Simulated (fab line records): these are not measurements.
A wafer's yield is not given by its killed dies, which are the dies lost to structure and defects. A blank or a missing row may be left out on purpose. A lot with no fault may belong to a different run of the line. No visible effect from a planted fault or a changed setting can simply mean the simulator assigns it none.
fab line records	flow n5_finfet
record lots=4	wafers=12	last_day=16
route steps=1938 shown BEOL_M4@1099 BEOL_M5@1112 BEOL_M6@1239 BEOL_M15@1830 PASSIVATION@1936
lots with no fault: from the same line, run without faults
start_h: start of the lot's first displayed wafer, in hours after the record's first day	wait_h: hours from the lot's prior step to this one	" same as the row above	L1.1+2: a row that stands for several wafers	- either no value or no given start	* or withheld: withheld	< > ~ a bound
route shown NAME@n: NAME is a module with steps in the file, n the number in the route of the first one	usual: mean and standard deviation over wafers with no fault	same: alike in all rows	chamber/n: place in a boat	sites: each site's reading	_std_site: standard deviation across them	_edge_site: mean of outer sites minus mean of inner sites	radius_mm: how far each site lies from the wafer's centre	mask NAME#n: copy n	behind: tool/chamber where the wafer was last shaped	hold: what put the lot on hold/how long, in hours/how the hold closed	device: names the non-switching transistor (n, p or np)	end of line: the same wafers' tests at the end of the route	a step given without rows: its recipe and nothing more	killed: dies lost to structure and defects at the first sort, not the wafer's yield	map: a wafer's dies, x killed, . not, _ none there
set.NAME: the setting as run; set.NAME@STEP: as run at that earlier step	model.NAME: the simulator's own value behind a step, which no gauge read
lots seen at some steps along the route; tables by step, rows by wafer
services: when a tool's chamber went out of use (start_h, in hours from the record's first day, below 0 if earlier), for how many hours, and the reason
## steps
# step N5_BEOL_M4_ANNEAL_95
# recipe temp_c=400	time_s=240	ambient=vacuum
# step N5_BEOL_M4_SPUTTER_96
# recipe material=Cu	target_thk_a=45	temp_c=-20	chamber_pressure_pa=0.07	power_w=withheld	time_s=8.29
# step N5_BEOL_M4_ECD_50
# recipe material=Cu	target_thk_a=3000
# step N5_BEOL_M4_ANNEAL_51
# recipe temp_c=225	time_s=90	ambient=N2
# step N5_BEOL_M4_CMP_52
# recipe stop_on=SiOC	t_overpolish_s=6.8	down_force_psi=1	platen_rpm=50	clearing_platen_down_force_psi=1.5	clearing_platen_rpm=50	post_cmp_clean=cu_alkaline	target_thk_nm=40	clearing_platen_pad_velocity_m_s=0.99484	pad_velocity_m_s=0.99484
# step N5_BEOL_M4_PRE_CLEAN_60
# recipe gas=NH3/H2	time_s=15	temp_c=*	rf_power_w=300
# step N5_BEOL_M4_CO_CAP_55
# recipe material=Co	target_thk_a=20	temp_c=200	precursor=CCTBA/H2	pressure_torr=30	time_s=102.1
# step N5_BEOL_M4_PRE_CLEAN_56
# recipe gas=NH3	time_s=15	temp_c=withheld	rf_power_w=300
# step N5_BEOL_M4_DEP_57
# recipe material=SiCN	target_thk_a=80	temp_c=withheld	precursor=3MS/NH3	pressure_torr=3	rf_w=202	time_s=14
# step N5_BEOL_M4_RC_MEAS_101
# usual DIBL_N=35.8/1.6	DIBL_P=36.0/2.1	IOFF_N=0.153/0.026	IOFF_P=0.21/0.037	ION_N=673/11	ION_P=462/7.6	SS_N=71.4/0.53	SS_P=73.2/0.67	VT_N=250/3.2	VT_P=-250/3.7
lot.wafer	tool	chamber	start_h	wait_h	DIBL_N[mV/V]	DIBL_P[mV/V]	IOFF_N[nA/um]	IOFF_P[nA/um]	ION_N[uA/um]	ION_P[uA/um]	SS_N[mV/dec]	SS_P[mV/dec]	VT_N[mV]	VT_P[mV]
L888.2	prober-02	0	198.70	0.2	36.6	37.1	0.172	0.22	672	459	71.9	73.7	247	-251
L888.4	"	0	"	"	33.8	34.0	0.122	0.17	655	456	71.3	72.7	253	-254
L888.6	"	0	"	"	35.9	37.2	0.163	0.23	678	462	71.9	73.0	249	-249
L897.1	prober-02	0	249.51	0.0	36.2	37.7	0.169	0.24	684	481	71.1	74.0	246	-247
L897.4	"	0	"	"	37.4	38.1	0.176	0.26	677	470	72.2	73.0	246	-248
L897.6	"	0	"	"	37.2	38.2	0.172	0.25	668	467	72.7	73.0	248	-247
L898.4	prober-01	0	269.09	0.5	34.7	34.5	0.133	0.19	666	459	71.5	72.3	257	-252
L898.5	"	0	"	"	34.2	34.7	0.123	0.19	672	464	71.8	72.3	256	-249
L898.6	"	0	"	"	35.7	36.5	0.150	0.22	663	470	71.8	73.2	253	-250
L899.2	prober-02	0	269.44	0.2	37.0	35.1	0.148	0.20	672	463	71.8	72.9	253	-249
L899.3	"	0	"	"	37.1	35.6	0.150	0.21	667	461	71.5	73.4	250	-252
L899.4	"	0	"	"	36.5	35.2	0.145	0.20	675	463	71.8	73.5	251	-249
# step N5_BEOL_M5_ILD_DEP_00
# recipe material=SiCOH_lowk	target_thk_a=1406.4	temp_c=300	precursor=DEMS/porogen	pressure_torr=5	rf_w=500	time_s=25.9
# step N5_BEOL_M5_CURE_79
# recipe temp_c=385	time_s=240	ambient=He/Ar	material=SiCOH_lowk
# step N5_BEOL_M5_PECVD_70
# recipe material=SiO2	target_thk_a=160	temp_c=400	precursor=TEOS/O2	pressure_torr=5.5	rf_w=450	teos_flow_sccm=53.8	gas=O2	flow_sccm=3000	time_s=18
# step N5_BEOL_M5_HM_DEP_02
# recipe material=TiN	target_thk_a=200	temp_c=25	chamber_pressure_pa=0.49996
# step N5_BEOL_M5_COAT_59
# recipe resist=SOC	temp_c=250	time_s=60	spin_rpm=1500	resist_thk_nm=60
# step N5_BEOL_M5_COAT_60
# recipe resist=SiARC	temp_c=220	time_s=60	spin_rpm=1500	resist_thk_nm=12
# step N5_BEOL_M5_COAT_71
# recipe resist=underlayer	temp_c=205	time_s=60	spin_rpm=1500	resist_thk_nm=5
# step N5_BEOL_M5_COAT_05
# recipe resist=CAR-EUV	spin_rpm=1500	resist_thk_nm=30
# step N5_BEOL_M5_EBR_07
# recipe solvent=PGMEA	ebr_width_mm=1.5
# step N5_BEOL_M5_SOFTBAKE_06
# recipe temp_c=110	time_s=60	resist=CAR-EUV
# step N5_BEOL_M5_EXPOSE_08
# recipe mask_id=M5	na=0.33	source_shape=annular	sigma_inner=0.4	sigma_outer=0.8	polarization=unpolarized	target_cd_nm=28	dose_mj=35.75
# step N5_BEOL_M5_PEB_09
# recipe peb_temp_c=100	peb_time_s=60	resist=CAR-EUV
# step N5_BEOL_M5_DEVELOP_10
# recipe develop_time_s=30	developer=TMAH	resist=CAR-EUV	rinse_liquid=surfactant_rinse	dry=air_spin	dev_temp_c=23
# step N5_BEOL_M5_DESCUM_16
# recipe chemistry=O2	time_s=7	source_power_w=50	bias_power_w=20	pressure_mtorr=20	rf_frequency_hz=2.712e+07	temp_c=40	resist=CAR-EUV	o2_flow_sccm=225
# step N5_BEOL_M5_ETCH_72
# recipe chemistry=N2/H2	target=underlayer	target_depth_a=65	mask_material=CAR-EUV	time_s=5.2	ion_energy_ev=200	pressure_mtorr=30	source_w=840	bias_w=150	n2_flow_sccm=200	h2_flow_sccm=200	ends=cleared
# step N5_BEOL_M5_ETCH_61
# recipe chemistry=CF4	target=SiARC	target_depth_a=156	mask_material=CAR-EUV	time_s=26	ion_energy_ev=80	pressure_mtorr=40	source_w=545	bias_w=36	Ar_flow_sccm=100	cf4_flow_sccm=100	ends=cleared
# step N5_BEOL_M5_ETCH_62
# recipe chemistry=N2/H2	target=SOC	target_depth_a=750	overetch_a=150	mask_material=SiARC	temp_c=40	time_s=112.5	ion_energy_ev=200	pressure_mtorr=30	source_w=840	bias_w=150	n2_flow_sccm=200	h2_flow_sccm=200
# step N5_BEOL_M5_STRIP_63
# recipe chemistry=N2/H2	temp_c=40	n2_flow_sccm=200	h2_flow_sccm=200	rf_frequency_hz=6e+07
# step N5_BEOL_M5_STRIP_73
# recipe chemistry=N2/H2	temp_c=40	n2_flow_sccm=200	h2_flow_sccm=200	rf_frequency_hz=6e+07
# step N5_BEOL_M5_STRIP_64
# recipe chemistry=CF4	resist=SiARC	power_w=300	bias_power_w=75	pressure_mtorr=50	cf4_flow_sccm=150	rf_frequency_hz=6e+07
# step N5_BEOL_M5_HM_OPEN_17
# recipe chemistry=Cl2/BCl3	target_depth_a=200	overetch_a=60	target=TiN	mask_material=SOC	ion_energy_ev=150	pressure_mtorr=10	icp_w=1000	bias_w=126	Cl2_flow_sccm=53.25	bcl3_flow_sccm=21.75	Ar_flow_sccm=25
# step N5_BEOL_M5_STRIP_19
# recipe chemistry=O2	power_w=400	temp_c=40	pressure_mtorr=30	rf_frequency_hz=6e+07	bias_power_w=0	overash_fraction=0.2	o2_flow_sccm=225
# step N5_BEOL_M5_COAT_65
# recipe resist=SOC	temp_c=250	time_s=60	spin_rpm=1500	resist_thk_nm=60
# step N5_BEOL_M5_COAT_66
# recipe resist=SiARC	temp_c=220	time_s=60	spin_rpm=1500	resist_thk_nm=12
# step N5_BEOL_M6_TRENCH_ETCH_37
# recipe chemistry=C4F6/O2	target_depth_a=944.35	target=SiCOH_lowk	time_s=31.5	ion_energy_ev=250	pressure_mtorr=30	source_w=345	bias_w=185	Ar_flow_sccm=300	C4F6_flow_sccm=10	O2_flow_sccm=10
# usual drypump_motor_current_A=5.7/0.53	oes_product_au=0.79/0.092	rf_vpp_V=673/10	run_length_s=54.9/0.48	showerhead_plenum_p_Torr=2.88/0.083	throttle_valve_pct=20.96/0.23	time_s=31.5/0
lot.wafer	tool	chamber	start_h	wait_h	drypump_motor_current_A	oes_product_au	rf_hours_counter_h	rf_vpp_V	run_length_s	showerhead_plenum_p_Torr	throttle_valve_pct	time_s	model.BEOL_M6.feature_depth_nm	model.etch.depth_nm	model.TiN_of_BEOL_M6_HM_DEP_02.thk_nm
L888.2	rie_diel-01	1	216.95	-	5.9	0.92	20	666	54.1	2.78	20.81	31.5	95.2	95.21	17.2
L888.4	"	0	"	"	5.2	0.81	75	685	54.1	2.77	20.98	31.5	92.8	92.79	17.4
L888.6	"	2	"	"	6.1	0.73	-	662	54.9	2.94	21.05	31.5	93.6	93.51	17
L897.1	rie_diel-05	1	268.12	-	5.7	0.76	129	692	55.4	2.96	21.08	31.5	92.8	92.83	17.6
L897.4	"	3	"	"	5.7	0.81	-	666	55.4	2.98	20.64	31.5	94.2	94.27	17.4
L897.6	"	0	"	"	6.6	0.97	-	666	54.7	2.82	20.67	31.5	96	96.01	17
L898.4	rie_diel-05	0	284.75	-	6.6	0.95	-	668	48.3	2.82	20.70	22.05	68.4	68.36	17.8
L898.5	"	3	"	"	5.7	0.80	-	665	48.9	2.98	20.64	22.05	66	65.98	17.8
L898.6	"	1	"	"	5.7	0.76	-	692	48.5	2.96	21.10	22.05	66	65.9	17.8
L899.2	rie_diel-06	1	284.85	-	5.1	0.73	186	662	48.4	2.85	20.91	22.05	65.6	65.66	18
L899.3	"	3	"	"	5.8	0.71	198	663	48.9	2.81	21.13	22.05	65.8	65.88	18
L899.4	"	0	"	"	4.9	0.81	83	676	47.9	2.75	20.88	22.05	66.2	66.3	18.2
# step N5_BEOL_M6_OCD_MEAS_38
# usual trench_depth_nm=93.8/1.3
lot.wafer	tool	chamber	start_h	wait_h	trench_depth_nm
L888.2	ocd-01	-	217.11	-	94.8
L888.4	"	-	"	"	92.7
L888.6	"	-	"	"	93.4
L897.1	ocd-01	-	268.27	-	92.9
L897.4	"	-	"	"	94.5
L897.6	"	-	"	"	95.9
L898.4	ocd-02	-	284.90	-	68.8
L898.5	"	-	"	"	65.8
L898.6	"	-	"	"	66.1
L899.2	ocd-01	-	285.00	-	65.3
L899.3	"	-	"	"	66.6
L899.4	"	-	"	"	66.3
# step N5_BEOL_M6_CMP_52
# recipe stop_on=SiCOH_lowk	t_overpolish_s=6.9	down_force_psi=1	platen_rpm=50	clearing_platen_down_force_psi=1.5	clearing_platen_rpm=50	post_cmp_clean=cu_alkaline	target_thk_nm=80	clearing_platen_pad_velocity_m_s=0.99484	pad_velocity_m_s=0.99484
# usual barrier_field_endpoint_s=28.6/0.79	clearing_platen_down_force_psi=1.5002/0.0028	motor_current_A=6.0/0.66	overpolish_run_s=6.900/0.0082	platen_rpm=50.00/0.038	time_to_endpoint_s=62/3.3
lot.wafer	tool	chamber	start_h	wait_h	barrier_field_endpoint_s	clearing_platen_down_force_psi	motor_current_A	overpolish_run_s	platen_rpm	time_to_endpoint_s	model.Cu_of_BEOL_M6_ECD_50.thk_nm
L888.2	cmp-01	2	221.29	0.2	28.5	1.4992	5.5	6.906	50.04	61	81
L888.4	"	1	"	"	28.3	1.5017	6.4	6.908	49.94	58	77
L888.6	"	3	"	"	28.4	1.5018	6.3	6.891	50.02	64	79.2
L897.4	cmp-03	2	271.34	0.2	29.4	1.4963	5.9	6.898	50.02	66	81.2
L897.1	"	3	"	"	28.5	1.5004	5.6	6.882	49.95	61	78.2
L897.6	"	3	"	"	28.6	1.4984	5.4	6.908	49.98	62	81.2
L898.4	cmp-04	2	288.36	0.2	28.6	1.5024	6.0	6.888	50.05	62	53.6
L898.6	"	0	"	"	28.1	1.4988	5.8	6.899	49.99	59	52.6
L898.5	"	1	"	"	28.3	1.4982	5.1	6.896	49.96	59	51.6
L899.3	cmp-04	1	288.74	0.2	26.3	1.4986	4.8	6.904	50.08	55	50.4
L899.2	"	3	"	"	27.3	1.5078	5.9	6.898	49.96	62	52.2
L899.4	"	0	"	"	26.9	1.4993	5.9	6.895	49.92	60	51.2
# step N5_BEOL_M6_THK_MEAS_53
# recipe thk_meas_gauge=xrf	reads=Cu_of_BEOL_M6_ECD_50
# usual M6_THK=79.5/1.7
lot.wafer	tool	chamber	start_h	wait_h	M6_THK[nm]
L888.2	film_metro-01	-	221.59	-	82.1
L888.4	"	-	"	"	77.9
L888.6	"	-	"	"	79.7
L897.1	film_metro-02	-	271.64	-	79.1
L897.4	"	-	"	"	82.2
L897.6	"	-	"	"	82.0
L898.4	film_metro-02	-	288.58	-	53.8
L898.5	"	-	"	"	51.6
L898.6	"	-	"	"	52.6
L899.2	film_metro-02	-	289.04	-	51.9
L899.3	"	-	"	"	50.3
L899.4	"	-	"	"	51.3
# step N5_BEOL_M6_RS_MEAS_57
# recipe thk_meas_gauge=four-point-probe	reads=Cu_of_BEOL_M6_ECD_50+Co_of_BEOL_M6_CVD_78+TaN_of_BEOL_M6_ALD_77
# usual M6_RS=0.288/0.0068
lot.wafer	tool	chamber	start_h	wait_h	M6_RS[ohm/sq]
L888.2	film_metro-02	-	221.72	0.1	0.281
L888.4	"	-	"	"	0.299
L888.6	"	-	"	"	0.289
L897.1	film_metro-01	-	271.77	0.1	0.294
L897.4	"	-	"	"	0.281
L897.6	"	-	"	"	0.282
L898.4	film_metro-02	-	288.98	0.3	0.464
L898.5	"	-	"	"	0.486
L898.6	"	-	"	"	0.475
L899.2	film_metro-02	-	289.17	0.1	0.480
L899.3	"	-	"	"	0.500
L899.4	"	-	"	"	0.491
# step N5_BEOL_M15_RC_MEAS_101
# usual COMB_M10=1.5e-11/3e-12	COMB_M11=1.5e-11/3.4e-12	COMB_M12=7.1e-12/1.4e-12	COMB_M13=5.3e-12/1.2e-12	COMB_M14=4e-12/1e-12	COMB_M15=3e-12/7e-13	COMB_M5=3.7e-11/7.4e-12	COMB_M7=2.6e-11/5.2e-12	COMB_M8=2.7e-11/5.1e-12	COMB_M9=1.53e-11/3e-12	SERP_M10=3.05/0.081	SERP_M11=3.08/0.087	SERP_M12=0.640/0.016	SERP_M13=0.311/0.0067	SERP_M13_max_site=0.315/0.0068	SERP_M14=0.161/0.0034	SERP_M5=38.1/1.5	SERP_M6=13.8/0.53	SERP_M6_max_site=14.4/0.62	SERP_M7=13.7/0.52	SERP_M8=13.9/0.49	SERP_M9=3.08/0.075
lot.wafer	tool	chamber	start_h	wait_h	COMB_M10[S/m]	COMB_M11[S/m]	COMB_M12[S/m]	COMB_M13[S/m]	COMB_M14[S/m]	COMB_M15[S/m]	COMB_M5[S/m]	COMB_M7[S/m]	COMB_M8[S/m]	COMB_M9[S/m]	SERP_M10[ohm/um]	SERP_M11[ohm/um]	SERP_M12[ohm/um]	SERP_M13[ohm/um]	SERP_M13_max_site[ohm/um]	SERP_M14[ohm/um]	SERP_M5[ohm/um]	SERP_M6[ohm/um]	SERP_M6_max_site[ohm/um]	SERP_M7[ohm/um]	SERP_M8[ohm/um]	SERP_M9[ohm/um]
L888.2	prober-01	0	298.48	0.2	1.6e-11	1.3e-11	7.4e-12	4.6e-12	4.9e-12	3.6e-12	3.4e-11	2.4e-11	3.2e-11	1.4e-11	3.08	3.13	0.631	0.305	0.308	0.161	37.6	12.8	13.3	13.9	14.2	3.21
L888.4	"	0	"	"	1.7e-11	1.6e-11	6.6e-12	5.1e-12	6.9e-12	3.5e-12	4.2e-11	2.9e-11	2.3e-11	1.37e-11	3.07	3.08	0.629	0.309	0.311	0.162	37.3	14.2	14.7	12.9	13.1	3.09
L888.6	"	0	"	"	1.7e-11	1.4e-11	7.5e-12	6.3e-12	4.2e-12	4e-12	3.2e-11	2.8e-11	2.3e-11	1.43e-11	3.04	3.15	0.616	0.305	0.309	0.160	37.7	14.2	14.4	14.0	13.8	3.13
L897.1	prober-02	0	340.12	0.0	1.7e-11	1.6e-11	6.2e-12	4.9e-12	2.9e-12	1.8e-12	2.8e-11	2.4e-11	2.2e-11	1.41e-11	3.16	3.08	0.593	0.311	0.313	0.160	38.8	13.6	14.2	13.2	13.1	3.06
L897.4	"	0	"	"	1.6e-11	1.2e-11	5.7e-12	6.9e-12	2.5e-12	2.3e-12	3e-11	2.8e-11	2e-11	1.32e-11	3.06	3.07	0.631	0.319	0.323	0.160	37.2	13.0	14.3	13.8	14.3	3.19
L897.6	"	0	"	"	1.7e-11	1.2e-11	7.2e-12	5.1e-12	3.2e-12	2.9e-12	2.4e-11	2e-11	2.2e-11	1.75e-11	3.01	2.98	0.603	0.318	0.321	0.162	37.2	13.3	13.5	13.1	14.1	3.07
L899.2	prober-02	0	366.10	0.2	1.9e-11	9e-12	8.3e-12	4.7e-12	3.8e-12	2.9e-12	3.5e-11	3.4e-11	3.6e-11	1.52e-11	3.15	3.03	0.611	0.316	0.320	0.165	38.6	22.6	23.3	13.3	13.5	3.17
L899.3	"	0	"	"	1.6e-11	9e-12	7.4e-12	5.4e-12	3.4e-12	3.1e-12	4e-11	3e-11	2.4e-11	1.2e-11	3.07	2.91	0.632	0.305	0.308	0.164	40.3	24.1	24.7	14.2	13.3	3.07
L899.4	"	0	"	"	2e-11	1.1e-11	9e-12	5.4e-12	3.2e-12	2.9e-12	3.5e-11	2.1e-11	2.2e-11	2.11e-11	3.14	3.23	0.652	0.323	0.326	0.163	37.2	22.9	24.2	13.5	14.0	3.09
L898.4	prober-01	0	369.17	0.5	1.7e-11	1.5e-11	7.5e-12	5.5e-12	3.5e-12	3.7e-12	3.6e-11	3.3e-11	2.5e-11	1.51e-11	2.93	3.12	0.668	0.313	0.320	0.164	37.4	21.8	22.6	13.8	13.4	3.12
L898.5	"	0	"	"	1.7e-11	9e-12	7.9e-12	6.3e-12	5.4e-12	4.3e-12	3.2e-11	2.6e-11	2.5e-11	1.37e-11	2.92	2.98	0.672	0.305	0.308	0.161	37.1	22.5	23.4	13.2	13.8	3.13
L898.6	"	0	"	"	1.5e-11	1.4e-11	7.4e-12	5.4e-12	4.4e-12	3e-12	4.1e-11	2.9e-11	2.2e-11	1.46e-11	3.05	3.18	0.637	0.314	0.316	0.163	37.7	21.8	23.3	13.8	13.6	3.36
# sites SERP_M6 radius_mm=0,75,75,75,75,140,140,140,140
L888.2 12.6 13.1 12.8 12.5 12.4 13.0 13.1 12.8 13.3
L897.1 13.4 13.5 13.8 14.2 13.5 14.0 13.9 13.6 13.6
L899.2 22.8 22.6 23.2 22.8 22.4 21.4 22.4 23.3 21.4
L898.4 21.8 22.1 22.6 22.3 21.9 20.9 20.9 20.5 21.2
# step N5_PASSIVATION_PROBE_49
# usual defect_limited_yield=91.3/1.5	killed_at_M0_to_M3=33/12	killed_at_M4_up=13/5.2	killed_at_contacts=13/6.7	killed_at_front_end=40/11	killed_at_other=4.1/2.7	killed_dies=103/17	killed_open=69/13	killed_short=33/8.4	sort_bin_5_function=5.1/1	sort_bin_6_memory=3.2/0.62	sort_bin_8_speed=0.00/0.014	sort_n_pass=1077/17
# same gross_dies=1180	killed_at_back_side=0	sort_bin_4_leakage[%]=0
lot.wafer	tool	chamber	start_h	wait_h	defect_limited_yield[%]	killed_at_M0_to_M3	killed_at_M4_up	killed_at_contacts	killed_at_front_end	killed_at_other	killed_dies	killed_open	killed_short	sort_bin_5_function[%]	sort_bin_6_memory[%]	sort_bin_8_speed[%]	sort_n_pass
L888.2	prober-01	-	311.96	0.1	91.3	21	13	17	50	2	103	69	34	6.0	2.5	0	1077
L888.4	prober-01	-	312.06	0.2	90.7	40	11	22	29	8	110	75	33	5.5	3.6	0	1070
L888.6	prober-01	-	312.16	0.3	91.4	26	9	20	43	3	101	68	31	4.4	3.7	0	1079
L899.2	prober-02	-	382.43	0.1	89.3	52	18	7	45	4	126	79	40	5.8	4.0	0.42	1054
L899.3	prober-02	-	382.48	0.1	87.1	58	28	9	54	3	152	87	44	6.4	4.4	1.61	1028
L899.4	prober-02	-	382.53	0.2	86.4	76	15	7	57	5	160	94	56	8.0	4.8	0.51	1020
L898.4	prober-02	-	383.16	0.2	90.9	41	14	18	33	1	107	66	35	5.1	3.5	0.42	1073
L898.5	prober-02	-	383.21	0.2	90.2	37	25	16	37	1	116	68	38	4.7	4.0	0.85	1064
L898.6	prober-02	-	383.26	0.3	93.4	28	12	11	27	0	78	50	20	3.4	2.5	0.59	1102
# killed by level:class
L888.2 STI_FIN_REVEAL:geometric_particle:open=13 MOL_CONTACT_COAG:geometric_particle:open=12 BEOL_M0_SAQP:geometric_particle:open=8 STI_FIN_REVEAL:geometric_particle:short=6 FIN_SAQP:geometric_particle:open=5 FIN_SAQP:geometric_particle:short=5 BEOL_M2:geometric_particle:open=5 MOL_CONTACT_COAG:geometric_particle:short=5
L888.4 MOL_CONTACT_COAG:geometric_particle:open=18 BEOL_M0_SAQP:geometric_particle:open=16 BEOL_M0_SAQP:geometric_particle:short=12 STI_FIN_REVEAL:geometric_particle:open=6 GATE_CUT:geometric_particle:short=5 BEOL_M4:geometric_particle:open=5 MOL_CONTACT_COAG:geometric_particle:short=4 BEOL_M0:geometric_particle:open=4
L888.6 MOL_CONTACT_COAG:geometric_particle:open=15 DUMMY_GATE:geometric_particle:open=7 BEOL_M0_SAQP:geometric_particle:short=6 FIN_SAQP:geometric_particle:open=5 FIN_SAQP:geometric_particle:short=5 MOL_CONTACT_COAG:geometric_particle:short=5 GATE_CUT:geometric_particle:short=5 BEOL_M0_SAQP:geometric_particle:open=5
L899.2 BEOL_M0_SAQP:geometric_particle:open=18 STI_FIN_REVEAL:geometric_particle:open=12 BEOL_M2:geometric_particle:open=8 BEOL_M0_SAQP:geometric_particle:short=6 BEOL_M3:geometric_particle:open=6 MOL_CONTACT_COAG:geometric_particle:short=5 STARTING-WAFER:geometric_particle:open=5 BEOL_M6:area_ecd=5
L899.3 BEOL_M6:area_ecd=19 BEOL_M0_SAQP:geometric_particle:open=16 BEOL_M0_SAQP:geometric_particle:short=14 FIN_SAQP:geometric_particle:short=12 FIN_SAQP:geometric_particle:open=11 BEOL_M3:geometric_particle:open=10 BEOL_M0:geometric_particle:open=7 STI_FIN_REVEAL:geometric_particle:open=7
L899.4 BEOL_M0_SAQP:geometric_particle:short=27 BEOL_M0_SAQP:geometric_particle:open=18 STI_FIN_REVEAL:geometric_particle:open=15 FIN_SAQP:geometric_particle:short=10 BEOL_M3:geometric_particle:open=9 BEOL_M1:geometric_particle:open=8 DUMMY_GATE:geometric_particle:open=8 FIN_SAQP:geometric_particle:open=7
L898.4 MOL_CONTACT_COAG:geometric_particle:open=15 FIN_SAQP:geometric_particle:short=12 BEOL_M2:geometric_particle:open=9 BEOL_M0_SAQP:geometric_particle:short=8 BEOL_M3:geometric_particle:open=6 BEOL_M1:geometric_particle:open=5 BEOL_M6:area_ecd=5 FIN_SAQP:geometric_particle:open=4
L898.5 BEOL_M0_SAQP:geometric_particle:open=14 MOL_CONTACT_COAG:geometric_particle:open=12 BEOL_M0_SAQP:geometric_particle:short=12 BEOL_M6:area_ecd=10 STI_FIN_REVEAL:geometric_particle:open=8 STARTING-WAFER:geometric_particle:short=7 BEOL_M2:geometric_particle:open=6 FIN_SAQP:geometric_particle:open=5
L898.6 MOL_CONTACT_COAG:geometric_particle:open=11 BEOL_M0_SAQP:geometric_particle:open=10 FIN_SAQP:geometric_particle:open=8 STI_FIN_REVEAL:geometric_particle:open=7 BEOL_M6:area_ecd=7 BEOL_M2:geometric_particle:open=5 FIN_SAQP:geometric_particle:short=4 BEOL_M0_SAQP:geometric_particle:short=4
# map L898.5 (x killed, . not)
_________________x...........________________
______________x................._____________
___________.....x...x..............__________
__________....x....................._________
________.....x...x................x..._______
_______...................x..x.....x...______
______x.......x.....xx.........x........_____
_____....xx.xx..x..........x....x..x.....____
____..x..................x......x...x.....___
___..x....x.......................x........__
___........................................__
__....x.x.......x......x.x.....x...........x_
__.....x..........x..........x.xx.x.x......._
_.......x..............x...................x.
_...........x.x......x.............xx......x.
_..x.............x.........x...x.............
_............................................
_..........x...xx........x....x..............
_..xx..............x........x....x.......x...
_.........................................x..
_x...............................x...........
__...........x...............x..x......xx.x._
__.................................x........_
___.xx..........x..x........x..............__
___.....................x...x..............__
____............x..........x.x........x..x___
_____...........xxx.x...............x....____
______.....xx................xx....x...._____
_______..........x............x....x...______
________...x..........x...........x..._______
__________..x.....x........x........_________
___________..........x...xx.....x..__________
______________..............x.x._____________
_________________............________________
# map L899.4 (x killed, . not)
_________________x...........________________
______________.....x...........x_____________
___________........xx....x....x....__________
__________...x..........x..........._________
________.........x....x..........xx..._______
_______.................x..x....x......______
______.....x.....x.x...........xx......x_____
_____......xx...x..x..x....x.....x.......____
____.x....x.........x.x..x.............x.x___
___....x.xx......................x.x..xx.x.__
___...................xxx.......x..........__
__.x......x....x.x....................x..x.._
__......x...x.x...x..x..................x..._
_...x..........x........................x....
_x..x....x.............x..............x......
_x......................x..x................x
_........x..........x....................x...
_.......x.x...x.....x..x..x..xx....x.........
_....x..x....x........x....x.............x...
_...x.........x..x..x............x......x....
_.x..xx....x.....x......xx..............x....
__.........................................x_
__......x.x...................x..x..x......._
___.x....x..x........x..xx.......x......x..__
___....................x.....x....x...x....__
____..x......x..x....x............x.......___
_____x..........x.............x.......x..____
______..xx.....x.................x.x.x.._____
_______...xx....x...........x...x......______
________.......xx..x.x.....xx........._______
__________...........x.x............_________
___________......x...xx............__________
______________.x.x..x...x......x_____________
_________________...x...x....________________
## services
tool	chamber	start_h	hours	kind
rie_diel-01	1	194.65	3.8	repair
cmp-03	-	206.66	7.8	pm
rie_diel-05	1	208.51	1.2	repair
rie_diel-05	0	212.49	-	clean
rie_diel-05	0	212.49	-	consumable_replace:focus_ring
rie_diel-05	0	212.49	26.6	scheduled_down
rie_diel-05	0	212.49	26.6	vent_cycle
rie_diel-06	-	229.49	2.8	pm
cmp-01	-	236.34	4.0	pm
cmp-03	-	237.81	4.0	pm
cmp-01	-	240.34	-	consumable_replace:conditioner
cmp-01	-	240.34	-	consumable_replace:pad
cmp-03	-	241.81	-	consumable_replace:conditioner
cmp-03	-	241.81	-	consumable_replace:pad
rie_diel-06	2	245.69	-	clean
rie_diel-06	2	245.69	-	consumable_replace:focus_ring
rie_diel-05	1	251.98	3.1	repair
rie_diel-05	2	263.06	-	clean
rie_diel-05	2	263.06	-	consumable_replace:focus_ring
rie_diel-05	2	263.06	23.8	scheduled_down
rie_diel-05	2	263.06	23.8	vent_cycle
cmp-03	-	265.33	1.6	repair
rie_diel-01	2	285.88	1.5	repair
rie_diel-01	0	288.34	2.1	repair
## key
first_sign step=N5_BEOL_M6_TRENCH_ETCH_37	reading=time_s	direction=down	sigmas=99+	usual=*	struck=*
effect step=N5_BEOL_M6_TRENCH_ETCH_37	reading=run_length_s	direction=down	sigmas=13	usual=*	struck=*
effect step=N5_BEOL_M6_OCD_MEAS_38	reading=trench_depth_nm	direction=down	sigmas=22	usual=93.8	struck=66.5
effect step=N5_BEOL_M6_THK_MEAS_53	reading=M6_THK	direction=down	sigmas=17	usual=79.5	struck=51.9
effect step=N5_BEOL_M6_RS_MEAS_57	reading=M6_RS	direction=up	sigmas=29	usual=0.288	struck=0.483
effect step=N5_BEOL_M15_RC_MEAS_101	reading=SERP_M6	direction=up	sigmas=16	usual=13.8	struck=22.6
effect step=N5_PASSIVATION_PROBE_49	reading=sort_bin_8_speed	direction=up	sigmas=8.7	usual=0.00	struck=0.73
model_effect step=N5_BEOL_M6_TRENCH_ETCH_37	value=BEOL_M6.feature_depth_nm	without=94.8	struck=66.33
model_effect step=N5_BEOL_M6_CMP_52	value=Cu_of_BEOL_M6_ECD_50.thk_nm	without=80.33	struck=51.93
met_at N5_BEOL_M6_TRENCH_ETCH_37
struck_wafers L898.4,L898.5,L898.6,L899.2,L899.3,L899.4
onset_between 268.12 284.75
fault kind=recipe_version_skew	tool=rie_diel-01,rie_diel-05,rie_diel-06	chamber=-	onset_h=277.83	steps=N5_BEOL_M6_TRENCH_ETCH_37	wrong_recipe.time_s=*
